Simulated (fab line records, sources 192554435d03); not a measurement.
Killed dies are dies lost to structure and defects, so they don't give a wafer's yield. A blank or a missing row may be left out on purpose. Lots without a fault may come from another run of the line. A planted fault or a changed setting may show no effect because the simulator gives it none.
Chamber matching | flow n5_finfet | N5_MOL_CONTACT_COAG_ETCH_110 on rie_diel-03: 4 sister chambers
The step etches Si in CF4/O2, target depth 2.5 nm, time 8 s. 36 wafers are shown with their chamber, then 12 later ones without.

WAFERS WITH THEIR CHAMBER
wafer  | chamber | showerhead_plenum_p_Torr (Torr) | drypump_motor_current_A (A) | throttle_valve_pct (%)
L074.1 | 3       | 2.16                            | 5.9                         | 10.63
L074.3 | 2       | 2.27                            | 5.0                         | 10.76
L074.6 | 3       | 2.16                            | 5.9                         | 10.65
L075.1 | 3       | 2.16                            | 5.9                         | 10.64
L075.2 | 2       | 2.27                            | 5.0                         | 10.78
L075.3 | 1       | 2.30                            | 5.5                         | 10.80
L075.4 | 0       | 2.26                            | 5.2                         | 10.28
L075.5 | 2       | 2.27                            | 5.0                         | 10.76
L075.6 | 3       | 2.16                            | 5.9                         | 10.65
L078.2 | 3       | 2.16                            | 6.0                         | 10.66
L078.4 | 2       | 2.27                            | 5.0                         | 10.79
L078.5 | 2       | 2.27                            | 5.0                         | 10.78
L079.1 | 3       | 2.16                            | 5.9                         | 10.68
L079.2 | 1       | 2.30                            | 5.5                         | 10.82
L079.3 | 2       | 2.27                            | 5.0                         | 10.79
L079.4 | 0       | 2.26                            | 5.2                         | 10.31
L079.5 | 1       | 2.30                            | 5.5                         | 10.80
L079.6 | 2       | 2.27                            | 5.0                         | 10.81
L080.2 | 1       | 2.30                            | 5.5                         | 10.82
L080.4 | 2       | 2.27                            | 5.0                         | 10.79
L080.5 | 0       | 2.26                            | 5.2                         | 10.30
L081.1 | 0       | 2.26                            | 5.2                         | 10.30
L081.4 | 2       | 2.27                            | 5.0                         | 10.82
L081.5 | 2       | 2.27                            | 5.0                         | 10.79
L083.1 | 3       | 2.15                            | 6.0                         | 10.69
L083.5 | 2       | 2.27                            | 5.0                         | 10.83
L083.6 | 1       | 2.30                            | 5.4                         | 10.84
L085.3 | 0       | 2.25                            | 5.2                         | 10.33
L085.5 | 0       | 2.25                            | 5.2                         | 10.32
L085.6 | 1       | 2.30                            | 5.5                         | 10.85
L086.1 | 2       | 2.26                            | 5.0                         | 10.84
L086.3 | 0       | 2.25                            | 5.2                         | 10.33
L086.4 | 3       | 2.15                            | 6.0                         | 10.70
L087.2 | 1       | 2.30                            | 5.4                         | 10.85
L087.3 | 0       | 2.25                            | 5.2                         | 10.35
L087.5 | 2       | 2.26                            | 5.0                         | 10.81

SIGNATURES (means of the wafers above)
reading                  | chamber 0 | chamber 1 | chamber 2 | chamber 3 | scatter within a chamber
showerhead_plenum_p_Torr | 2.2550    | 2.3000    | 2.2685    | 2.1575    | 0.00403
drypump_motor_current_A  | 5.200     | 5.471     | 5.000     | 5.938     | 0.0321
throttle_valve_pct       | 10.3150   | 10.8257   | 10.7962   | 10.6625   | 0.0236
Rule: a wafer's distance from a chamber is the root of the sum, over the readings, of the square of ((its reading less the chamber's mean) divided by the reading's scatter). The wafer belongs to the nearest chamber; if the next one is less than 2 further off, it can't be placed. The scatter: the root of (the sum of the squares of (reading less its chamber's mean) over the shown wafers, divided by (wafers less chambers)).

WAFERS WITHOUT THEIR CHAMBER
wafer  | showerhead_plenum_p_Torr (Torr) | drypump_motor_current_A (A) | throttle_valve_pct (%)
L089.1 | 2.25                            | 5.2                         | 10.35
L089.2 | 2.15                            | 5.9                         | 10.71
L089.3 | 2.26                            | 5.0                         | 10.83
L089.4 | 2.29                            | 5.4                         | 10.86
L089.5 | 2.29                            | 5.5                         | 10.86
L089.6 | 2.26                            | 5.0                         | 10.85
L092.3 | 2.26                            | 5.0                         | 10.87
L092.4 | 2.15                            | 5.9                         | 10.72
L092.6 | 2.25                            | 5.2                         | 10.37
L096.1 | 2.15                            | 5.9                         | 10.78
L096.5 | 2.26                            | 5.0                         | 10.90
L096.6 | 2.29                            | 5.5                         | 10.93

WHICH CHAMBER EACH WENT THROUGH
wafer  | from the rows above | in truth
L089.1 | 0                   | 0
L089.2 | 3                   | 3
L089.3 | 2                   | 2
L089.4 | 1                   | 1
L089.5 | 1                   | 1
L089.6 | 2                   | 2
L092.3 | 2                   | 2
L092.4 | 3                   | 3
L092.6 | 0                   | 0
L096.1 | 3                   | 3
L096.5 | 2                   | 2
L096.6 | 1                   | 1
Placed correctly: 12 of 12. Can't be placed from these rows: 0. Placed wrongly: 0.
